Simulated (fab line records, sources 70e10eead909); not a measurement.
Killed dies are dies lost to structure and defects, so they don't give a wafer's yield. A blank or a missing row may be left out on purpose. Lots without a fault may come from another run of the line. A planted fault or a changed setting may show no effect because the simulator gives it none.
Which tool did it? | flow nand_harc | 23 lots, 69 wafers sampled, at 2 steps of a route of 1159

WHAT THE GAUGES READ, wafer by wafer
NHARC_A_CHANNEL_HOLE_D1_CD_MEAS_10: target cd 100 nm.
lot  | measured     | on        | cd_nm (nm)
L074 | day 7 22:29  | cd_sem-02 | 99.7 99.8 100.1
L076 | day 8 15:34  | cd_sem-01 | 99.8 99.8 100.3
L075 | day 8 17:29  | cd_sem-01 | 100.2 99.7 99.5
L080 | day 8 21:58  | cd_sem-01 | 100.4 100.3 101.0
L079 | day 9 02:35  | cd_sem-02 | 100.2 100.4 99.4
L078 | day 9 06:26  | cd_sem-02 | 100.3 100.2 100.3
L081 | day 10 00:48 | cd_sem-02 | 100.5 100.1 99.9
L083 | day 10 11:06 | cd_sem-03 | 99.6 99.5 99.8
L082 | day 10 11:29 | cd_sem-02 | 100.4 100.4 100.1
L084 | day 10 19:22 | cd_sem-03 | 99.6 99.9 99.3
L085 | day 11 03:31 | cd_sem-02 | 99.9 100.2 99.7
L086 | day 11 10:03 | cd_sem-02 | 100.2 100.4 99.8
L087 | day 11 10:20 | cd_sem-03 | 99.9 99.9 100.0
L088 | day 11 10:38 | cd_sem-01 | 100.2 99.7 100.1
L089 | day 12 06:10 | cd_sem-02 | 100.4 100.0 99.7
L090 | day 12 06:23 | cd_sem-03 | 99.6 100.0 100.4
L092 | day 12 19:33 | cd_sem-01 | 100.0 100.0 99.9
L091 | day 12 19:45 | cd_sem-01 | 99.7 100.5 100.3
L094 | day 13 07:20 | cd_sem-02 | 100.2 100.7 100.5
L095 | day 13 08:00 | cd_sem-03 | 100.3 100.6 100.2
L093 | day 13 15:55 | cd_sem-02 | 100.3 100.5 100.6
L096 | day 13 16:23 | cd_sem-02 | 100.7 100.2 100.7
L097 | day 14 02:02 | cd_sem-02 | 100.1 100.6 100.1

NHARC_A_CHANNEL_HOLE_D1_INSPECT_12.
lot  | measured     | on                | raw_defect_count
L074 | day 7 22:36  | defect_inspect-01 | 6 10 3
L076 | day 8 15:41  | defect_inspect-02 | 4 4 2
L075 | day 8 17:36  | defect_inspect-01 | 3 7 8
L080 | day 8 22:06  | defect_inspect-02 | 3 8 5
L079 | day 9 02:42  | defect_inspect-02 | 1 2 1
L078 | day 9 06:34  | defect_inspect-01 | 4 4 5
L081 | day 10 00:56 | defect_inspect-01 | 4 4 4
L083 | day 10 11:13 | defect_inspect-01 | 4 7 3
L082 | day 10 11:37 | defect_inspect-02 | 7 12 4
L084 | day 10 19:29 | defect_inspect-01 | 8 5 4
L085 | day 11 03:39 | defect_inspect-02 | 4 7 8
L086 | day 11 10:11 | defect_inspect-02 | 6 8 7
L087 | day 11 10:28 | defect_inspect-02 | 2 4 1
L088 | day 11 10:46 | defect_inspect-01 | 3 4 10
L089 | day 12 06:18 | defect_inspect-02 | 2 12 5
L090 | day 12 06:31 | defect_inspect-02 | 8 10 5
L092 | day 12 19:40 | defect_inspect-01 | 5 4 6
L091 | day 12 19:52 | defect_inspect-02 | 8 6 3
L094 | day 13 07:28 | defect_inspect-01 | 1 9 5
L095 | day 13 08:08 | defect_inspect-01 | 5 8 6
L093 | day 13 16:02 | defect_inspect-01 | 9 10 5
L096 | day 13 16:31 | defect_inspect-01 | 6 5 5
L097 | day 14 02:10 | defect_inspect-01 | 10 7 8

WHICH TOOL RAN EACH LOT (tool, then ch and the chambers of the sampled wafers, then the start)
The record holds no process step before these readings.

WHAT THE TOOLS THEMSELVES READ (means of the sampled wafers that have a number; where no wafer has one, the mark that the record gives instead)
The record holds no such reading with a usual standard deviation.

THE ANSWER, worked out from the rows above alone
Rule: what is usual is taken from the lots themselves. Put in order of their means at a reading, lots are off if they are a third of the lots or fewer, leave a main group of 4 or more, and stand apart from it by a gap of 3 or more times the standard deviation of the main group's means; of several such gaps the widest counts. A main group whose means are all the same, to the digits that the tables above print for the reading, isn't used. A lot without any number at a reading at which 4 lots or more have one is off too. The other lots that the step has rows for count as sound. The gauges are gone through in route order, then the tools' own readings, and for those a lot's mean is taken as printed above. The first step at which some lot is off is used, and at that step the reading that is off furthest; a lot without a number counts as furthest.
No lot is off at any reading shown: from this, nothing can be told.

WHAT THE SIMULATOR HAD PUT IN
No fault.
